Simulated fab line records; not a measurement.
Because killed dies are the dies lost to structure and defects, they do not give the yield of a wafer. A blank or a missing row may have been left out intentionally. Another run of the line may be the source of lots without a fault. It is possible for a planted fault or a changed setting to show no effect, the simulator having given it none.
Split-lot study + flow n5 finfet + 39 wafers read across 7 lots, on a route 1938 steps long

ABOUT THE SPLIT
At N5_BEOL_M15_ETCH_59 (etches BARC in N2/H2, target depth 89 nm, overetch 26.7 nm, time 67.9 s), the setting time s was moved away from the recipe's 67.9 s on 15 of the 39 wafers read, by -51.9% to +39.5%. This setting was run at the recipe's value on the other wafers.

FROM THE SPLIT TO THE READING: what the file shows between them, 5 steps
- N5_BEOL_M15_VIA_ETCH_16: etches SiO2 in C4F8/O2/Ar, target depth 1792.2 nm
- N5_BEOL_M15_STRIP_63: strips in O2
- N5_BEOL_M15_STRIP_64: strips in O2
- N5_BEOL_M15_STRIP_65: strips in post etch residue remover, time 60 s
- N5_BEOL_M15_SRD_66: time 30 s, dry time 30 s

THE READING
cd nm at N5_BEOL_M15_CD_MEAS_17, given in nm (cd target 360 nm). Typical for fault-free wafers on this fab line: 362.0 nm, with standard deviation 2 nm.

| wafer  | tool, chamber at the split | time s as run, s | against the recipe | cd nm, nm | against lot-mates on the recipe |
|--------|----------------------------|------------------|--------------------|-----------|---------------------------------|
| L074.1 | rie diel-05, 2             | 67.9             | recipe             | 362.1     | -                               |
| L074.2 | rie diel-05, 0             | 84.29            | +24.1%             | 368.0     | +5.4                            |
| L074.3 | rie diel-05, 1             | 67.9             | recipe             | 363.5     | -                               |
| L074.4 | rie diel-05, 3             | 84.29            | +24.1%             | 366.1     | +3.5                            |
| L074.5 | rie diel-05, 3             | 67.9             | recipe             | 362.3     | -                               |
| L074.6 | rie diel-05, 2             | 84.29            | +24.1%             | 366.5     | +3.9                            |
| L075.1 | rie diel-05, 3             | 67.9             | recipe             | 364.1     | -                               |
| L075.2 | rie diel-05, 0             | 67.9             | recipe             | 364.4     | -                               |
| L075.3 | rie diel-05, 1             | 94.75            | +39.5%             | 367.6     | +5.3                            |
| L075.4 | rie diel-05, 2             | 94.75            | +39.5%             | 366.1     | +3.8                            |
| L075.5 | rie diel-05, 2             | 67.9             | recipe             | 358.4     | -                               |
| L075.6 | rie diel-05, 1             | 94.75            | +39.5%             | 368.9     | +6.6                            |
| L082.1 | rie diel-05, 1             | 67.9             | recipe             | 364.2     | -                               |
| L082.2 | rie diel-05, 0             | 67.9             | recipe             | 363.8     | -                               |
| L082.3 | rie diel-05, 3             | 32.67            | -51.9%             | 354.1     | -10.3                           |
| L082.4 | rie diel-05, 2             | 32.67            | -51.9%             | 352.3     | -12.1                           |
| L082.5 | rie diel-05, 1             | 67.9             | recipe             | 365.2     | -                               |
| L082.6 | rie diel-05, 0             | 32.67            | -51.9%             | 354.2     | -10.2                           |
| L085.1 | rie diel-04, 0             | 53.31            | -21.5%             | 358.8     | -4.1                            |
| L085.2 | rie diel-04, 3             | 53.31            | -21.5%             | 361.3     | -1.6                            |
| L085.3 | rie diel-04, 2             | 67.9             | recipe             | 362.8     | -                               |
| L085.4 | rie diel-04, 1             | 53.31            | -21.5%             | 359.4     | -3.5                            |
| L085.5 | rie diel-04, 1             | 67.9             | recipe             | 361.7     | -                               |
| L085.6 | rie diel-04, 2             | 67.9             | recipe             | 364.2     | -                               |
| L084.1 | rie diel-04, 3,0           | 67.9             | recipe             | 363.3     | -                               |
| L084.2 | rie diel-04, 1             | 83.52            | +23.0%             | 364.1     | +1.6                            |
| L084.3 | rie diel-04, 2             | 83.52            | +23.0%             | 368.1     | +5.6                            |
| L084.4 | rie diel-04, 3,0           | 67.9             | recipe             | 359.6     | -                               |
| L084.5 | rie diel-04, 2             | 67.9             | recipe             | 364.5     | -                               |
| L084.6 | rie diel-04, 3             | 83.52            | +23.0%             | 364.7     | +2.2                            |
| L086.1 | rie diel-03, 2             | 67.9             | recipe             | 362.2     | -                               |
| L086.2 | rie diel-03, 1             | 67.9             | recipe             | 364.3     | -                               |
| L086.3 | rie diel-03, 0             | 67.9             | recipe             | 361.3     | -                               |
| L086.4 | rie diel-03, 1             | 67.9             | recipe             | 361.4     | -                               |
| L086.5 | rie diel-03, 0             | 67.9             | recipe             | 365.2     | -                               |
| L086.6 | rie diel-03, 2             | 67.9             | recipe             | 362.4     | -                               |
| L095.1 | rie diel-05, 3             | 67.9             | recipe             | 362.9     | -                               |
| L095.2 | rie diel-05, 0             | 67.9             | recipe             | 362.2     | -                               |
| L095.4 | rie diel-05, 1             | 67.9             | recipe             | 360.6     | -                               |
Where a row lists several chambers, the file gives one row for several wafers and doesn't say which wafer went through which chamber.

FIT RESULTS
A straight line over all 39 wafers: cd nm changes by +0.154 nm for each +1% of time s; r = +0.90; the points scatter about the line by 1.6 nm.
The same after taking each lot's own level away (the mean of its wafers on the recipe; 39 wafers): +0.174 nm for each +1%; r = +0.92; scatter 1.6 nm.
That fit puts the effect of the largest move of time s on the reading at 9 nm.
From 361.90 to 364.40 nm: that is the span of the lots' own levels, equal to 1.2 times the standard deviation above.
In other words, the slope is changed by the lot-to-lot level; the two fits disagree.
Check: -9.09 nm against its lot-mates is what the line predicts for one of the wafers moved furthest among these (-51.9%) when that wafer is left out of the fit. It came out at -10.3 nm against them.

OTHER SPLITS APPLIED TO THESE WAFERS
Note: prior to the reading, these wafers also went through further splits. Each is held against what the fit with the lots' levels taken away leaves over:
| other split on the same wafers   | wafers away from the commonest value | r with cd nm (lot level and that fit taken away) |
|----------------------------------|--------------------------------------|--------------------------------------------------|
| N5_BEOL_M2_TRENCH_ETCH_37 time s | 12                                   | -0.14                                            |
| N5_BEOL_M10_ALD_74 ald cycles    | 15                                   | -0.10                                            |

THE WHOLE CHAIN: every reading that the file lists as answering this split, in the file's order
| step                    | what it does                                                            | reading                                                                          | change (the file's fit)               | r (the file's) |
|-------------------------|-------------------------------------------------------------------------|----------------------------------------------------------------------------------|---------------------------------------|----------------|
| N5_BEOL_M15_ETCH_59     | etches BARC in N2/H2, target depth 89 nm, overetch 26.7 nm, time 67.9 s | coat_of_BEOL_M15_COAT_04.thk nm (the simulator's own value, which no gauge read) | -0.655 nm for each +1% of the setting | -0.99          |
| N5_BEOL_M15_VIA_ETCH_16 | etches SiO2 in C4F8/O2/Ar, target depth 1792.2 nm                       | coat_of_BEOL_M15_COAT_04.thk nm (the simulator's own value, which no gauge read) | -0.758 nm for each +1% of the setting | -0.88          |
| N5_BEOL_M15_CD_MEAS_17  | target cd 360 nm                                                        | cd nm                                                                            | +0.174 nm for each +1% of the setting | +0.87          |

THE FILE'S OWN FIT
cd nm changes by +0.174 nm for each +1% of time s, r = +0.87.
